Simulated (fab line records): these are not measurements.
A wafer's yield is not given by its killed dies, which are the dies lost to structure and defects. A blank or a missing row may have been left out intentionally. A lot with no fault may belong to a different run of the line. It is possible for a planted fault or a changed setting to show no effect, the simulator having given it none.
Chamber matching | flow nand harc | pecvd-03 running NHARC_A_CONTACT_DEP_58: 3 sister chambers
The step deposits SiON, target thk 90 nm. 6 wafers are shown with their chamber, then 10 later ones without.

WAFERS WITH THEIR CHAMBER
wafer  | chamber | heater power w (W) | rf fwd power W (W)
L080.6 | 0       | 718                | 349.1
L088.1 | 1       | 714                | 348.9
L088.3 | 2       | 961                | 346.2
L088.4 | 1       | 700                | 350.6
L087.1 | 0       | 689                | 348.8
L087.3 | 2       | 880                | 348.5

WAFERS WITH NO CHAMBER GIVEN
wafer  | heater power w (W) | rf fwd power W (W)
L087.4 | 904                | 347.7
L090.1 | 960                | 346.3
L090.3 | 665                | 350.0
L090.4 | 662                | 349.7
L097.1 | 700                | 347.3
L097.3 | 715                | 347.9
L097.6 | 737                | 349.0
L095.1 | 659                | 347.1
L095.4 | 655                | 348.2
L095.5 | 934                | 346.7

EACH ONE'S CHAMBER
wafer  | from the rows above     | in truth
L087.4 | 2                       | 2
L090.1 | 2                       | 2
L090.3 | can't be placed: 1 or 0 | 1
L090.4 | can't be placed: 1 or 0 | 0
L097.1 | can't be placed: 0 or 1 | 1
L097.3 | can't be placed: 0 or 1 | 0
L097.6 | can't be placed: 0 or 1 | 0
L095.1 | can't be placed: 0 or 1 | 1
L095.4 | can't be placed: 0 or 1 | 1
L095.5 | 2                       | 2
Correctly placed: 3 of 10. Unplaceable from these rows: 7, with the true chamber sitting among the candidates in 7. Wrongly placed: 0.
How it was worked out, from the rows above alone: a wafer's distance from a chamber is the root of the sum, over the readings, of the square of ((its reading less the chamber's mean) divided by the reading's scatter). The wafer belongs to the nearest chamber; if the next one is less than 2 further off, it can't be placed. A chamber's mean is the mean of its shown wafers. The scatter: take each reading less its chamber's mean, square it, sum over the shown wafers, divide by the number of wafers less the number of chambers, and take the root.
